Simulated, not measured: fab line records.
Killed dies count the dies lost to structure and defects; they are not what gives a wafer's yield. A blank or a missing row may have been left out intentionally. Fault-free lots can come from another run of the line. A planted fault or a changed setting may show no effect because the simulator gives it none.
Comparing a struck lot with a sound one :: flow nand_harc :: 17 out of 1302 route steps
Sound: wafers L405.1, L405.2, L405.5. Struck: wafer L399.2; the same lot's L399.6 was not struck, so it is left out; see the end for the cause.
Order at every step that has rows: each side's tool, ch and its chambers, its first start. Under that, the readings that differ: sound wafers :: struck wafers :: difference of the means :: sigmas: that difference in standard deviations of wafers without a fault.
alike: readings whose means differ by less than 2 such deviations, and words and numbers that are the same on both sides. not compared: withheld readings, readings that some wafer has no value for, bounds like >300 that may hide the same value, and numbers for which the record gives no deviation and whose values overlap.
Wherever a step has rows on one side only, a row that says differs or no value, or a row with sigmas, the two part there. When numbers do not overlap yet have no deviation, they are printed without sigmas and do not part them. A reading that every wafer of one side lacks parts them only if that side has two wafers or more.

NHARC_P_M1_INSPECT_11:
  sound: defect_inspect-01 at day 13 03:01; struck: defect_inspect-01 at day 10 16:28
reading: raw_defect_count
sound: 3 2 2
struck: 8
difference: +6
sigmas: +2
then, 3 steps without rows for these wafers: NHARC_P_M1_DESCUM_14 (chemistry O2, time 3 s); NHARC_P_M1_ETCH_35 (etches the open film in N2/H2, target depth 40 nm, overetch 12 nm, time 43.94 s); NHARC_P_M1_ETCH_15 (etches the open film in C4F8/Ar, target depth 182.5 nm, time 91.2 s).
NHARC_P_M1_CD_MEAS_16:
  sound: cd_sem-03 at day 13 03:26; struck: cd_sem-02 at day 10 16:50
  alike: cd_nm
NHARC_P_M1_STRIP_18: strips in N2/H2.
  sound on rie_diel-06 ch 0,2, day 13 03:31; struck on rie_diel-06 ch 0, day 10 16:54
  alike: chamber_pressure_mTorr, drypump_motor_current_A, oes_product_au, power_w, rf_vpp_V, showerhead_plenum_p_Torr, throttle_valve_pct
  not compared: rf_hours_counter_h
then, 2 steps without rows for these wafers: NHARC_P_M1_ETCH_28 (etches the open film in CF4/N2, target depth 30 nm, time 72.99 s); NHARC_P_M1_STRIP_19 (strips in post etch residue remover, time 600 s).
NHARC_P_M1_DEGAS_29: time 60 s.
  sound: pvd_sputter-03 at day 13 04:10; struck: pvd_sputter-02 at day 10 17:33
reading: heater_power_w (W)
sound: 352 388 385
struck: 270
difference: -105
sigmas: -3
  alike: susceptor_temp_C
NHARC_P_M1_PRE_CLEAN_30: time 30 s.
  sound on pvd_sputter-03; struck on pvd_sputter-02
  alike: heater_power_w, susceptor_temp_C
then, 1 step without rows for these wafers: NHARC_P_M1_PVD_20 (deposits TaN, target thk 5 nm, time 8.06 s).
NHARC_P_M1_PVD_21: deposits Cu, target thk 30 nm, time 20.49 s.
  sound on pvd_sputter-03; struck on pvd_sputter-02
reading: throttle_valve_pct (%)
sound: 30.1 30.2 30.3
struck: 28.5
difference: -1.7
sigmas: -2
NHARC_P_M1_ECD_22: material Cu, target thk 400 nm.
  sound on ecd_cu-01 ch 0,1, day 13 04:31; struck on ecd_cu-02 ch 0, day 10 17:54
NHARC_P_M1_ANNEAL_31: time 90 s.
  sound on rtp_anneal-02 ch 0, day 13 04:53; struck on rtp_anneal-02 ch 0, day 10 18:20
  alike: wafer_temp_C_max
NHARC_P_M1_CMP_23: polishes, t overpolish 20 s, target thk 157.82 nm.
  sound on cmp-02 ch 1,2, day 13 05:14; struck on cmp-03 ch 1, day 10 18:39
reading: time_to_endpoint_s (s)
sound: 27.5 27.8 27.3
struck: 16.6
difference: -10.9
sigmas: -4
  alike: motor_current_A
NHARC_P_M1_THK_MEAS_24: measures by xrf.
  sound: film_metro-02 at day 13 05:33; struck: film_metro-01 at day 10 18:56
  alike: thk_nm
NHARC_END_SORT_01:
  the record has rows for the sound wafers here (prober-02 ch 0, day 30 18:23) and none for the struck ones

== WHERE THEY PART ==
Earliest at NHARC_P_M1_INSPECT_11; latest, in this record, at NHARC_END_SORT_01.

WHY: the cause the simulator had injected
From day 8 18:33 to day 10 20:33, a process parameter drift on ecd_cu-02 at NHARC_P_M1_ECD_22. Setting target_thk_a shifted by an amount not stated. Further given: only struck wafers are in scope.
